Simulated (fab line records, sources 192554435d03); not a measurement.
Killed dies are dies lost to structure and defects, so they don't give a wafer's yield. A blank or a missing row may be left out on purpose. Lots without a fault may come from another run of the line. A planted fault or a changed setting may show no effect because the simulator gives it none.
A struck lot beside a sound one | flow n5_finfet | 16 steps out of a route of 1938
Sound: wafers L835.1, L835.2, L835.6. Struck: wafers L842.3, L842.4. (L842.5 of the same lot was not struck and is left out.) The cause comes at the end.
At each step with rows: each side's tool, then ch and its chambers, then its first start. Under that, the readings that differ: sound wafers | struck wafers | difference of the means | sigmas: that difference in standard deviations of wafers without a fault.
alike: readings whose means differ by less than 2 such deviations, and words and numbers that are the same on both sides. not compared: withheld readings, readings that some wafer has no value for, bounds like >300 that may hide the same value, and numbers for which the record gives no deviation and whose values overlap.
The two part at a step that has a row with sigmas, a row that says differs or no value, or rows on one side only. Numbers that don't overlap but have no deviation are shown without sigmas and don't part them. A reading that every wafer of one side lacks parts them only if that side has two wafers or more.

first, 1 step without rows for these wafers: N5_FIN_SAQP_ETCH_69 (etches SOC in N2/H2, stops on SiNx, target depth 150 nm).
N5_FIN_SAQP_ETCH_67: etches SiNx in CH3F/O2, target depth 30 nm.
  sound on rie_diel-05 ch 0,1,3, day 4 06:55; struck on rie_diel-06 ch 1,2, day 6 00:37
  alike: drypump_motor_current_A, oes_product_au, rf_vpp_V, showerhead_plenum_p_Torr, throttle_valve_pct
  not compared: rf_hours_counter_h
then, 1 step without rows for these wafers: N5_FIN_SAQP_STRIP_70 (strips in N2/H2).
N5_FIN_SAQP_RECESS_71: chemistry HF/NH3, target SiO2, target depth 3 nm, afs cycles 1, sublimation time 60 s.
  sound on vapor_etch-01 ch 0,1, day 4 07:01; struck on vapor_etch-01 ch 0,1, day 6 00:45
  alike: drypump_motor_current_A
N5_FIN_SAQP_SPACER2_ALD_28: deposits SiO2, target thk 8.1 nm, pulse time 1 s, purge time 2 s.
  sound on ald_sin-02 ch 1,2, day 4 07:15; struck on ald_sin-02 ch 0,2, day 6 00:52
  alike: heater_power_w, precursor_pulse_height_rel
then, 2 steps without rows for these wafers: N5_FIN_SAQP_SPACER2_ETCHBACK_29 (etches SiO2 in CHF3/O2, target depth 12.2 nm, time 6.1 s); N5_FIN_SAQP_MANDREL2_REMOVE_60 (chemistry HBr/Cl2/O2, target a-Si, stops on SiNx, bt time 10 s).
N5_FIN_SAQP_CD_MEAS_31: target cd 8 nm.
  sound on cd_sem-01 ch 0, day 4 07:46; struck on cd_sem-01 ch 0, day 6 01:23
  alike: cd_nm
N5_FIN_SAQP_HM_OPEN_33: chemistry CH3F/O2, target SiNx, target depth 49.4 nm, time 70.6 s.
  sound on rie_diel-02 ch 0,1,3, day 4 08:12; struck on rie_diel-06 ch 0,1, day 6 01:26
  alike: drypump_motor_current_A, etch_rf_on_time_s, oes_product_au, rf_vpp_V, showerhead_plenum_p_Torr, throttle_valve_pct
  not compared: rf_hours_counter_h
then, 2 steps without rows for these wafers: N5_FIN_SAQP_ETCH_34 (etches SiO2 in C4F6/O2, target depth 45 nm, time 15 s); N5_FIN_SAQP_STRIP_77 (strips in N2/H2, time 90 s).
N5_FIN_SAQP_HM_CD_35: target cd 8 nm.
  sound on cd_sem-02, day 4 08:25; struck on cd_sem-02, day 6 01:39
  alike: cd_nm
N5_FIN_SAQP_ETCH_64: etches SiO2 in CF4, target depth 1.5 nm.
  sound on rie_si-02 ch 0,2, day 4 08:28; struck on rie_si-01 ch 1,2, day 6 01:41
  reading                  | sound             | struck      | difference | sigmas
  oes_product_au (a.u.)    | 0.968 0.984 0.987 | 1.259 1.256 | +0.278     | +13
  model.etch.depth_nm (nm) | 1.446 1.484 1.484 | 2.154 2.133 | +0.672     |
  alike: drypump_motor_current_A, throttle_valve_pct
  not compared: rf_hours_counter_h
N5_FIN_SAQP_FIN_ETCH_36: etches the open film in HBr/Cl2/O2, target depth 120 nm, time 50.4 s.
  sound on rie_si-02 ch 0,2, day 4 08:29; struck on rie_si-01 ch 1,2, day 6 01:43
  alike: drypump_motor_current_A, oes_product_au, throttle_valve_pct
  not compared: rf_hours_counter_h
-- the record jumps here: 7 days lie between the struck wafers' starts before and after (it left off in module FIN_SAQP and takes up again in module BEOL_M4, whose first step shown is number 1111 of the route) --
N5_BEOL_M4_RC_MEAS_101:
  sound on prober-01 ch 0, day 10 17:58; struck on prober-02 ch 0, day 12 23:17
  alike: DIBL_N, DIBL_P, IOFF_N, IOFF_P, ION_N, ION_P, SS_N, SS_P, VT_N, VT_P
N5_PASSIVATION_PROBE_49:
  the record has rows for the sound wafers here (prober-02, day 15 09:25) and none for the struck ones

WHERE THEY PART
First at N5_FIN_SAQP_ETCH_64; last, within this record, at N5_PASSIVATION_PROBE_49.

WHY: what the simulator had put in
Process parameter drift: rie_si-01, from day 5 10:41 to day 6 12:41, at N5_FIN_SAQP_ETCH_64. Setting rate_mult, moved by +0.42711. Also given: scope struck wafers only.
